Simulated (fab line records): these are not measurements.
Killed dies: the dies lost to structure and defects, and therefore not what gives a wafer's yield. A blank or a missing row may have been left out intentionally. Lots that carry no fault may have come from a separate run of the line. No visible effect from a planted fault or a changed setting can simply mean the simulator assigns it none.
Chamber matching	flow nand_harc	NHARC_A_M0_DESCUM_14 on rie_diel-04: 4 sister chambers
The step chemistry O2, time 3 s. 18 wafers are shown with their chamber, then 9 later ones without.

== WAFERS WITH THEIR CHAMBER ==
wafer	chamber	drypump_motor_current_A (A)	showerhead_plenum_p_Torr (Torr)	oes_product_au (a.u.)
L074.1	3	5.36	1.81	0.989
L074.3	0	5.75	1.87	0.994
L074.4	2	5.57	1.85	1.008
L075.3	1	6.18	1.93	1.009
L075.4	2	5.53	1.85	1.004
L075.5	0	5.73	1.87	1.014
L078.1	0	5.72	1.87	1.009
L078.3	2	5.55	1.85	1.004
L078.6	1	6.18	1.93	1.011
L083.1	1	6.17	1.92	1.011
L083.2	0	5.68	1.86	1.013
L083.5	1	6.15	1.92	0.997
L084.3	3	5.38	1.80	0.991
L084.4	1	6.18	1.92	1.009
L084.5	1	6.13	1.92	1.003
L086.1	3	5.36	1.80	0.984
L086.3	1	6.15	1.92	0.996
L086.5	3	5.36	1.80	0.985

SIGNATURES (averages over the wafers above)
reading	chamber 0	chamber 1	chamber 2	chamber 3	scatter within a chamber
drypump_motor_current_A	5.7200	6.1629	5.5500	5.3650	0.0208
showerhead_plenum_p_Torr	1.8675	1.9229	1.8500	1.8025	0.00457
oes_product_au	1.00750	1.00514	1.00533	0.98725	0.00629
Rule: for each reading, subtract the chamber's mean from the wafer's reading, divide by that reading's scatter and square the result; add these up over the readings and take the root, which gives the wafer's distance from the chamber. If the next closest chamber is less than 2 further off than the closest, the wafer can't be placed; otherwise it belongs to the closest. How the scatter is found: for the shown wafers, subtract from each reading the mean of its chamber, square and add these, divide the total by (wafers less chambers), then take the root.

== WAFERS MISSING THEIR CHAMBER ==
wafer	drypump_motor_current_A (A)	showerhead_plenum_p_Torr (Torr)	oes_product_au (a.u.)
L091.1	5.70	1.86	1.002
L091.2	5.54	1.85	1.006
L091.6	6.09	1.92	1.007
L097.1	5.36	1.80	0.990
L097.2	5.55	1.84	1.008
L097.5	5.55	1.85	1.015
L094.2	5.36	1.80	0.993
L094.4	5.56	1.84	1.002
L094.6	5.76	1.86	0.993

== WHICH CHAMBER EACH ONE RAN IN ==
wafer	from the rows above	in truth
L091.1	0	0
L091.2	2	2
L091.6	1	1
L097.1	3	3
L097.2	2	2
L097.5	2	2
L094.2	3	3
L094.4	2	2
L094.6	0	0
9 of 9 placed correctly. Not placeable from these rows: 0. Placed wrongly: 0.
